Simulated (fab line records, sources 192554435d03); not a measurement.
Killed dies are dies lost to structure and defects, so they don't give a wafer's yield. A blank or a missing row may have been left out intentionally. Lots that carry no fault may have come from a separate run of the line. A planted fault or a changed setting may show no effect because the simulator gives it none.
Split-lot experiment | flow n5Finfet | 39 wafers read across 7 lots, on a route 1938 steps long

## SPLIT DETAILS
At N5_SD_EPI_N_ETCH_16 (etches SiO2 in CHF3/O2, target depth 5 nm), the setting targetDepthA was moved away from the recipe's 50 angstrom on 12 of the 39 wafers read, by -12.4% to +9.9%. For the rest of the wafers, this setting stayed at what the recipe calls for.

The reading is taken at the split's own step.

## THE READING
etch.depthNm (the simulator's own value, which no gauge read), in nm, at N5_SD_EPI_N_ETCH_16 (etches SiO2 in CHF3/O2, target depth 5 nm). No usual value for it is given in the file. The 27 wafers here that ran the recipe average 5.005 nm, standard deviation 0.059 nm.

wafer  | tool, chamber at the split | targetDepthA as run, angstrom | against the recipe | etch.depthNm, nm | against lot-mates on the recipe
L074.1 | rieDiel-05, 2              | 43.82                         | -12.4%             | 4.386            | -0.652
L074.2 | rieDiel-05, 0              | 50                            | recipe             | 5.068            | -
L074.3 | rieDiel-05, 1              | 43.82                         | -12.4%             | 4.368            | -0.670
L074.4 | rieDiel-05, 3              | 50                            | recipe             | 4.944            | -
L074.5 | rieDiel-05, 1              | 43.82                         | -12.4%             | 4.361            | -0.677
L074.6 | rieDiel-05, 0              | 50                            | recipe             | 5.103            | -
L076.1 | rieDiel-06, 1              | 50                            | recipe             | 5.039            | -
L076.2 | rieDiel-06, 0              | 50                            | recipe             | 4.885            | -
L076.3 | rieDiel-06, 2              | 50                            | recipe             | 4.987            | -
L076.4 | rieDiel-06, 3              | 50                            | recipe             | 5.034            | -
L076.5 | rieDiel-06, 1              | 50                            | recipe             | 5.055            | -
L076.6 | rieDiel-06, 2              | 50                            | recipe             | 4.929            | -
L078.1 | rieDiel-05, 2              | 50                            | recipe             | 4.959            | -
L078.2 | rieDiel-05, 1              | 50                            | recipe             | 4.965            | -
L078.3 | rieDiel-05, 0              | 50                            | recipe             | 5.142            | -
L078.4 | rieDiel-05, 3              | 44.83                         | -10.3%             | 4.497            | -0.525
L078.5 | rieDiel-05, 0              | 44.83                         | -10.3%             | 4.563            | -0.459
L078.6 | rieDiel-05, 3              | 44.83                         | -10.3%             | 4.468            | -0.554
L081.1 | rieDiel-05, 2              | 47.56                         | -4.9%              | 4.75             | -0.289
L081.2 | rieDiel-05, 3              | 50                            | recipe             | 4.994            | -
L081.3 | rieDiel-05, 0              | 50                            | recipe             | 5.115            | -
L081.4 | rieDiel-05, 1              | 47.56                         | -4.9%              | 4.73             | -0.309
L081.5 | rieDiel-05, 0              | 47.56                         | -4.9%              | 4.883            | -0.156
L081.6 | rieDiel-05, 1              | 50                            | recipe             | 5.009            | -
L094.1 | rieDiel-06, 2              | 50                            | recipe             | 5.014            | -
L094.2 | rieDiel-06, 0              | 50                            | recipe             | 5.024            | -
L094.3 | rieDiel-06, 3              | 50                            | recipe             | 4.942            | -
L094.4 | rieDiel-06, 1              | 50                            | recipe             | 4.953            | -
L094.5 | rieDiel-06, 3              | 50                            | recipe             | 4.978            | -
L094.6 | rieDiel-06, 2              | 50                            | recipe             | 5.029            | -
L095.1 | rieDiel-06, 3              | 50                            | recipe             | 5                | -
L095.2 | rieDiel-06, 2              | 54.94                         | +9.9%              | 5.506            | +0.526
L095.3 | rieDiel-06, 0              | 54.94                         | +9.9%              | 5.519            | +0.539
L095.4 | rieDiel-06, 1              | 50                            | recipe             | 4.926            | -
L095.5 | rieDiel-06, 2              | 50                            | recipe             | 5.015            | -
L095.6 | rieDiel-06, 3              | 54.94                         | +9.9%              | 5.492            | +0.512
L096.2 | rieDiel-05, 2              | 50                            | recipe             | 4.98             | -
L096.4 | rieDiel-05, 1              | 50                            | recipe             | 5.032            | -
L096.5 | rieDiel-05, 2              | 50                            | recipe             | 5.001            | -

FIT RESULTS
A straight line over all 39 wafers: etch.depthNm changes by +0.0499 nm for each +1% of targetDepthA; r = +0.98; the points scatter about the line by 0.056 nm.
The same after taking each lot's own level away (the mean of its wafers on the recipe; 39 wafers): +0.0525 nm for each +1%; r = +0.98; scatter 0.053 nm.
That fit puts the effect of the largest move of targetDepthA on the reading at 0.65 nm.
Measured against the standard deviation above, the lots' own levels, which go from 4.9803 to 5.0393 nm, span 1.0 times it.
Consequently the slope shifts little with the lot-to-lot level, the two slopes agreeing.
Check: for one of the wafers moved furthest among these (-12.4%), held out of the fit, the line's prediction against its lot-mates is -0.646 nm. Against them it came out at -0.652 nm.

## OTHER SPLITS ON THESE WAFERS
Before the reading, these wafers also passed through other splits. Each is held against what the fit with the lots' levels taken away leaves over:
other split on the same wafers       | wafers away from the commonest value | r with etch.depthNm (lot level and that fit taken away)
N5_PMOS_HMC_CHANNEL_EPI_EPI_20 tempC | 9                                    | +0.03
N5_FIN_SAQP_ALD_61 aldCycles         | 15                                   | -0.18
N5_DUMMY_GATE_ETCH_37 sourceW        | 15                                   | -0.08
N5_DUMMY_GATE_ETCH_32 timeS          | 18                                   | -0.06

## THE FILE'S OWN FIT
etch.depthNm changes by +0.0524 nm for each +1% of targetDepthA, r = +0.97.
